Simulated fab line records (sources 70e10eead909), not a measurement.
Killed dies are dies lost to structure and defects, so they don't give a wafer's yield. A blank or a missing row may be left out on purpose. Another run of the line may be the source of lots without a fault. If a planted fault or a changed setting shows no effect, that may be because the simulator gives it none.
fab line records ; flow nandHarc
record: lots: 7; wafers: 19; lastDay: 27
route steps=1159 shown A_CHANNEL_HOLE_D1@487 A_CHANNEL_FILL_D1@490 END@1159
lots that met no fault: taken from a fault-free run of the same line
startH: hours from the record's first day to the start of the lot's first wafer shown ; waitH: hours from the lot's prior step to this one ; " the same as in the row above ; L1.1+2: one row covering several wafers at once ; - no value present, or no start provided ; * or withheld: withheld ; < > ~ a bound
route shown NAME@n: names a module that has steps shown in the file, with the first one's number in the route ; usual: mean/standard deviation taken from wafers without a fault ; same: alike in all rows ; chamber/n: place in a boat ; sites: per-site readings ; _std_site: standard deviation of those values ; _edge_site: the outer-site mean with the inner-site mean subtracted ; radiusMm: for every site, how far away it sits from the centre of the wafer ; mask NAME#n: copy n ; behind: the last tool/chamber to shape the wafer ; hold: the reason the lot was held/the length of the hold in hours/how it ended ; device: the n, p or np transistor that did not switch ; end of line: tests run on the same wafers once the route is complete ; a step with no rows: only its recipe ; killed: not the wafer's yield, but the dies lost to structure and defects at the first sort ; map: a wafer's dies, x killed, . not, _ none there
set.NAME: the setting that was run; set.NAME@STEP: the one run at that earlier step ; model.NAME: the simulator's own value behind a step, which no gauge read
lots at some steps of the route; a table a step, a row a wafer
services: a tool's chamber out of use, with start hour (startH, from the record's first day; less than 0 if before it), hours out, and reason
== steps ==
step: NHARC_A_CHANNEL_HOLE_D1_CD_MEAS_30
usual: cdNm: 90.2/0.83
lot.wafer;tool;chamber;startH;waitH;cdNm
L991.2;cdSem-03;-;167.54;-;91.2
L991.3;cdSem-03;-;167.54;-;90.7
L991.4;cdSem-03;-;167.54;-;90.4
L995.2;cdSem-01;-;201.73;-;89.5
L995.3;cdSem-01;-;201.73;-;88.9
L995.6;cdSem-01;-;201.73;-;88.2
L101.2;cdSem-01;-;238.77;-;90.1
L101.4;cdSem-01;-;238.77;-;89.5
L103.1;cdSem-02;-;257.44;-;90.0
L103.3;cdSem-02;-;257.44;-;90.3
L106.1;cdSem-01;-;279.81;-;89.3
L106.4;cdSem-01;-;279.81;-;91.3
L106.5;cdSem-01;-;279.81;-;88.8
L111.2;cdSem-02;-;298.05;-;90.9
L111.3;cdSem-02;-;298.05;-;89.5
L111.4;cdSem-02;-;298.05;-;91.0
L113.1;cdSem-02;-;305.11;-;91.1
L113.3;cdSem-02;-;305.11;-;90.3
L113.4;cdSem-02;-;305.11;-;92.3
step: NHARC_A_CHANNEL_HOLE_D1_XSEM_31
recipe: landingEnergyEv: 35000
usual: botCdNm: 74.8/1; bowNm: 8.56/0.28; tiltDeg: 0.09/0.053
lot.wafer;tool;chamber;startH;waitH;botCdNm;bowNm;tiltDeg
L991.2;xsem-01;0;167.62;0.1;75.1;8.97;0.00
L991.3;xsem-01;0;167.62;0.1;74.9;8.91;0.00
L991.4;xsem-01;0;167.62;0.1;74.8;8.97;0.00
L995.2;xsem-02;0;201.82;0.1;74.1;8.15;0.13
L995.3;xsem-02;0;201.82;0.1;73.3;8.06;0.13
L995.6;xsem-02;0;201.82;0.1;72.9;8.08;0.13
L101.2;xsem-01;0;238.86;0.1;74.2;8.00;0.14
L101.4;xsem-01;0;238.86;0.1;74.5;8.01;0.14
L103.1;xsem-02;0;257.53;0.1;74.8;8.41;0.12
L103.3;xsem-02;0;257.53;0.1;75.5;8.38;0.11
L106.1;xsem-01;0;279.89;0.1;74.5;8.88;0.03
L106.4;xsem-01;0;279.89;0.1;75.8;8.88;0.03
L106.5;xsem-01;0;279.89;0.1;74.0;8.89;0.03
L111.2;xsem-01;0;298.13;0.1;75.6;8.52;0.11
L111.3;xsem-01;0;298.13;0.1;75.1;8.51;0.11
L111.4;xsem-01;0;298.13;0.1;76.5;8.50;0.11
L113.1;xsem-01;0;305.19;0.1;75.4;8.41;0.04
L113.3;xsem-01;0;305.19;0.1;75.7;8.38;0.04
L113.4;xsem-01;0;305.19;0.1;76.1;8.52;0.04
step: NHARC_A_CHANNEL_HOLE_D1_INSPECT_40
usual: rawDefectCount: 62/17
lot.wafer;tool;chamber;startH;waitH;rawDefectCount
L991.2;defectInspect-02;-;167.72;-;76
L991.3;defectInspect-02;-;167.72;-;50
L991.4;defectInspect-02;-;167.72;-;60
L995.2;defectInspect-02;-;201.92;-;51
L995.3;defectInspect-02;-;201.92;-;55
L995.6;defectInspect-02;-;201.92;-;71
L101.2;defectInspect-02;-;238.95;-;57
L101.4;defectInspect-02;-;238.95;-;78
L103.1;defectInspect-02;-;257.63;-;48
L103.3;defectInspect-02;-;257.63;-;51
L106.1;defectInspect-01;-;279.99;-;63
L106.4;defectInspect-01;-;279.99;-;42
L106.5;defectInspect-01;-;279.99;-;30
L111.2;defectInspect-02;-;298.24;-;36
L111.3;defectInspect-02;-;298.24;-;43
L111.4;defectInspect-02;-;298.24;-;49
L113.1;defectInspect-01;-;305.29;-;82
L113.3;defectInspect-01;-;305.29;-;63
L113.4;defectInspect-01;-;305.29;-;61
step: NHARC_A_CHANNEL_FILL_D1_PRECLEAN_00
recipe: timeS: *; tempC: 50; bathAgeMin: 0; chemistry: SC1
step: NHARC_A_CHANNEL_FILL_D1_SRD_01
step: NHARC_A_CHANNEL_FILL_D1_ALD_02
recipe: targetThkA: 60; pulseTimeS: 10; aldCycles: 60; tempC: 300; material: SiO2
usual: heaterPowerW: 459/35; precursorPulseHeightRel: 1.000/0.022
lot.wafer;tool;chamber;startH;waitH;heaterPowerW;precursorPulseHeightRel
L991.2;aldHk-03;3;167.91;-;461;0.995
L991.4;aldHk-03;0;167.91;-;495;0.981
L991.3;aldHk-03;1;167.91;-;415;0.985
L995.2;aldHk-01;3;202.13;-;419;0.985
L995.3;aldHk-01;0;202.13;-;427;0.983
L995.6;aldHk-01;0;202.13;-;427;1.023
L101.2;aldHk-03;2;241.33;-;395;0.981
L101.4;aldHk-03;3;241.33;-;463;1.004
L103.3;aldHk-01;3;257.83;-;437;1.016
L103.1;aldHk-01;0;257.83;-;457;1.017
L106.1;aldHk-04;0;280.88;-;447;0.994
L106.4;aldHk-04;2;280.88;-;456;0.974
L106.5;aldHk-04;0;280.88;-;431;0.999
L111.2;aldHk-03;3;298.45;-;472;0.989
L111.4;aldHk-03;0;298.45;-;491;0.978
L111.3;aldHk-03;2;298.45;-;386;1.004
L113.1;aldHk-04;0;305.49;-;446;1.017
L113.3;aldHk-04;2;305.49;-;469;0.979
L113.4;aldHk-04;3;305.49;-;473;0.975
step: NHARC_A_CHANNEL_FILL_D1_ALD_03
recipe: targetThkA: 60; pulseTimeS: 60; aldCycles: 58; tempC: 630; pressureTorr: 2; material: SiNx
step: NHARC_A_CHANNEL_FILL_D1_ALD_14
recipe: targetThkA: 25; pulseTimeS: 10; aldCycles: 25; tempC: 300; material: SiO2
usual: heaterPowerW: 457/37; precursorPulseHeightRel: 1.001/0.019
lot.wafer;tool;chamber;startH;waitH;heaterPowerW;precursorPulseHeightRel
L991.2;aldHk-03;0;174.92;0.0;494;1.023
L991.3;aldHk-03;1;174.92;0.0;418;1.023
L991.4;aldHk-03;2;174.92;0.0;382;0.999
L995.2;aldHk-04;2;209.12;0.0;460;1.020
L995.3;aldHk-04;0;209.12;0.0;438;1.028
L995.6;aldHk-04;2;209.12;0.0;477;1.004
L101.4;aldHk-04;3;248.49;0.3;467;0.983
L101.2;aldHk-04;2;248.49;0.3;463;1.020
L103.3;aldHk-03;3;264.90;0.3;478;0.973
L103.1;aldHk-03;1;264.90;0.3;421;1.014
L106.1;aldHk-01;2;287.74;0.0;517;1.029
L106.4;aldHk-01;3;287.74;0.0;446;1.024
L106.5;aldHk-01;3;287.74;0.0;440;0.981
L111.4;aldHk-01;1;305.41;0.0;477;1.011
L111.2;aldHk-01;2;305.41;0.0;505;1.016
L111.3;aldHk-01;3;305.41;0.0;439;1.016
L113.1;aldHk-03;2;312.99;0.1;385;1.013
L113.4;aldHk-03;3;312.99;0.1;459;0.983
L113.3;aldHk-03;0;312.99;0.1;492;0.998
step: NHARC_A_CHANNEL_FILL_D1_ALD_15
recipe: targetThkA: 20; pulseTimeS: 60; aldCycles: 19; tempC: 630; pressureTorr: 2; material: SiNx
usual: precursorPulseHeightRel: 0.999/0.02
lot.wafer;tool;chamber;startH;waitH;precursorPulseHeightRel
L991.2;aldSinBatch-02;0;-;-;0.958
L991.3;aldSinBatch-02;0;-;-;0.997
L991.4;aldSinBatch-02;0;-;-;0.999
L995.2;aldSinBatch-03;0;-;-;0.981
L995.3;aldSinBatch-03;0;-;-;1.030
L995.6;aldSinBatch-03;0;-;-;1.012
L101.2;aldSinBatch-03;0;-;-;1.013
L101.4;aldSinBatch-03;0;-;-;1.025
L103.1;aldSinBatch-01;0;268.18;3.1;1.010
L103.3;aldSinBatch-01;0;268.18;3.1;0.956
L106.1;aldSinBatch-01;0;-;-;1.020
L106.4;aldSinBatch-01;0;-;-;1.000
L106.5;aldSinBatch-01;0;-;-;1.037
L111.2;aldSinBatch-01;0;-;-;0.994
L111.3;aldSinBatch-01;0;-;-;0.966
L111.4;aldSinBatch-01;0;-;-;0.994
L113.1;aldSinBatch-02;0;-;-;1.044
L113.3;aldSinBatch-02;0;-;-;0.995
L113.4;aldSinBatch-02;0;-;-;0.971
step: NHARC_A_CHANNEL_FILL_D1_ALD_16
recipe: targetThkA: 15; pulseTimeS: 10; aldCycles: 15; tempC: 300; material: SiO2
usual: heaterPowerW: 460/35; precursorPulseHeightRel: 1.003/0.017
lot.wafer;tool;chamber;startH;waitH;heaterPowerW;precursorPulseHeightRel
L991.4;aldHk-03;1;181.26;1.2;413;1.016
L991.2;aldHk-03;2;181.26;1.2;371;1.004
L991.3;aldHk-03;3;181.26;1.2;455;1.001
L995.3;aldHk-03;0;214.28;0.1;489;0.984
L995.2;aldHk-03;2;214.28;0.1;393;1.003
L995.6;aldHk-03;3;214.28;0.1;475;1.012
L101.2;aldHk-01;3;253.52;0.1;452;1.026
L101.4;aldHk-01;0;253.52;0.1;448;0.992
L103.3;aldHk-04;2;270.27;0.0;464;0.990
L103.1;aldHk-04;0;270.27;0.0;442;1.013
L106.1;aldHk-01;1;292.96;0.1;468;1.031
L106.4;aldHk-01;2;292.96;0.1;503;1.027
L106.5;aldHk-01;0;292.96;0.1;454;0.983
L111.2;aldHk-03;0;310.60;0.0;499;0.968
L111.4;aldHk-03;2;310.60;0.0;391;0.989
L111.3;aldHk-03;3;310.60;0.0;457;0.988
L113.4;aldHk-01;0;321.00;2.9;455;0.991
L113.3;aldHk-01;1;321.00;2.9;477;1.003
L113.1;aldHk-01;2;321.00;2.9;516;1.013
step: NHARC_A_CHANNEL_FILL_D1_ANNEAL_17
recipe: tempC: 850; timeS: 1800
step: NHARC_A_CHANNEL_FILL_D1_CVD_18
recipe: targetThkA: 30; tempC: 550; material: poly-Si
step: NHARC_A_CHANNEL_FILL_D1_ETCHBACK_19
recipe: targetDepthA: 50; timeS: 1.7; hbrFlowSccm: 150; cl2FlowSccm: 50; rfW: 400; icpW: 400; biasW: 100; chemistry: HBr/Cl2
usual: drypumpMotorCurrentA: 5.9/0.52; heBacksideLeakSccm: 2.68/0.24; oesProductAu: 1.000/0.0076; throttleValvePct: 26.407/0.0089
lot.wafer;tool;chamber;startH;waitH;drypumpMotorCurrentA;heBacksideLeakSccm;oesProductAu;rfHoursCounterH;throttleValvePct
L991.3;rieSi-05;1;192.69;0.4;4.8;2.69;1.002;1.2;26.410
L991.2;rieSi-05;3;192.69;0.4;5.8;2.79;0.992;1.1;26.409
L991.4;rieSi-05;0;192.69;0.4;6.1;2.81;1.014;1.1;26.416
L995.3;rieSi-02;0;225.92;0.4;5.6;2.34;1.002;0.1;26.398
L995.2;rieSi-02;1;225.92;0.4;6.7;2.86;0.993;0.1;26.407
L995.6;rieSi-02;3;225.92;0.4;6.6;2.51;1.001;-;26.426
L101.2;rieSi-02;3;265.05;0.4;6.6;2.51;1.318;0.5;26.409
L101.4;rieSi-02;0;265.05;0.4;5.6;2.24;0.997;0.5;26.416
L103.3;rieSi-02;3;281.95;0.4;6.6;2.61;0.994;0.6;26.404
L103.1;rieSi-02;2;281.95;0.4;5.7;2.36;1.323;0.6;26.411
L106.1;rieSi-02;2;304.97;0.4;5.8;2.44;1.329;0.9;26.410
L106.4;rieSi-02;3;304.97;0.4;6.6;2.65;0.990;0.8;26.397
L106.5;rieSi-02;0;304.97;0.4;5.6;2.43;1.004;-;26.400
L111.2;rieSi-05;3;322.34;0.4;5.7;2.83;1.001;0.7;26.416
L111.4;rieSi-05;0;322.34;0.4;6.1;2.78;1.011;0.6;26.428
L111.3;rieSi-05;2;322.34;0.4;6.2;2.96;1.010;0.8;26.407
L113.4;rieSi-05;3;332.45;0.4;5.7;2.72;0.999;0.7;26.401
L113.3;rieSi-05;0;332.45;0.4;6.2;2.89;1.006;0.7;26.391
L113.1;rieSi-05;2;332.45;0.4;6.3;3.11;1.003;0.9;26.383
step: NHARC_A_CHANNEL_FILL_D1_ETCHBACK_20
recipe: targetDepthA: 270; timeS: 13.5; c4f8FlowSccm: withheld; o2FlowSccm: 8; arFlowSccm: withheld; rfW: 600; biasW: 1500; chemistry: C4F8/O2/Ar
step: NHARC_END_SORT_01
recipe: tempC: 25
usual: killedAtArray: 28/11; killedAtOther: 0.9/1.2; killedAtPeriphery: 2.6/2.1; killedDies: 31/11; killedOpen: 3.1/1.7; killedShort: 1.9/1.3
same: grossDies: 677
lot.wafer;tool;chamber;startH;waitH;killedAtArray;killedAtOther;killedAtPeriphery;killedDies;killedOpen;killedShort
L991.2;prober-02;0;477.26;2.8;23;0;2;25;1;2
L991.3;prober-02;0;478.06;3.1;15;0;2;17;1;0
L991.4;prober-02;0;478.86;3.4;20;1;4;25;2;2
killed by level:class
L991.2 A_CHANNEL_HOLE_D1:chamberFilmFlake=10 A_SLIT:chamberFilmFlake=5 A_STAIRCASE:chamberFilmFlake=3 A_CONTACT:chamberFilmFlake=2 A_ONON_D1:geometricParticle:open=1 A_SGD_CUT:geometricParticle:short=1 A_CONTACT:geometricParticle:short=1 P_STI:chamberFilmFlake=1
L991.3 A_CHANNEL_HOLE_D1:chamberFilmFlake=8 A_SLIT:chamberFilmFlake=3 A_CONTACT:chamberFilmFlake=3 P_GATE:geometricParticle:open=1 P_STI:chamberFilmFlake=1 A_STAIRCASE:chamberFilmFlake=1
L991.4 A_CHANNEL_HOLE_D1:chamberFilmFlake=9 A_STAIRCASE:chamberFilmFlake=4 A_SLIT:chamberFilmFlake=4 P_M0:geometricParticle:open=1 P_M1:geometricParticle:short=1 A_ONON_D1:geometricParticle:short=1 A_CONTACT:geometricParticle:open=1 P_ZERO_WELL:chamberFilmFlake=1
== services ==
tool;chamber;startH;hours;kind
aldHk-03;-;144.00;10.0;pm
aldHk-03;0;144.00;10.0;ventCycle
aldHk-03;1;144.00;10.0;ventCycle
aldHk-03;2;144.00;10.0;ventCycle
aldHk-03;3;144.00;10.0;ventCycle
aldHk-03;0;154.00;-;clean
aldHk-03;1;154.00;-;clean
aldHk-03;2;154.00;-;clean
aldHk-03;3;154.00;-;clean
aldHk-04;-;186.18;10.0;pm
rieSi-02;-;211.00;9.0;pm
aldHk-01;-;228.00;10.0;pm
aldHk-01;0;228.00;10.0;ventCycle
aldHk-01;1;228.00;10.0;ventCycle
rieSi-05;-;239.09;9.0;pm
aldSinBatch-03;-;260.67;6.4;repair
xsem-02;-;302.00;14.0;pm
aldSinBatch-03;-;314.00;26.0;pm
aldHk-03;0;322.22;10.0;ventCycle
aldHk-03;1;322.22;10.0;ventCycle
aldHk-03;0;332.22;-;clean
aldHk-03;1;332.22;-;clean
aldHk-03;2;332.22;-;clean
aldHk-03;3;332.22;-;clean
== key ==
firstSign: step: NHARC_A_CHANNEL_FILL_D1_ETCHBACK_19; reading: oesProductAu; direction: up; sigmas: 43; usual: 1.000; struck: 1.324
effect none on later readings
metAt NHARC_A_CHANNEL_FILL_D1_ETCHBACK_19
struckWafers L101.2,L103.1,L106.1
testerLeftOut L101,L103,L106
onsetBetween 225.92 265.05
fault: kind: processParameterDrift; tool: rieSi-02; chamber: -; onsetH: 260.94; steps: NHARC_A_CHANNEL_FILL_D1_ETCHBACK_19; channel: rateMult; offset: 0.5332; shape: step; endH: 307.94; scope: struckWafersOnly
testerLeftOut: of these lots the tester's yield and bins aren't shown, on N5 and GAA mostly nor the transistor test; their killed dies are dies lost to structure and defects alone, not to doping, threshold or leakage, so they don't give the yield
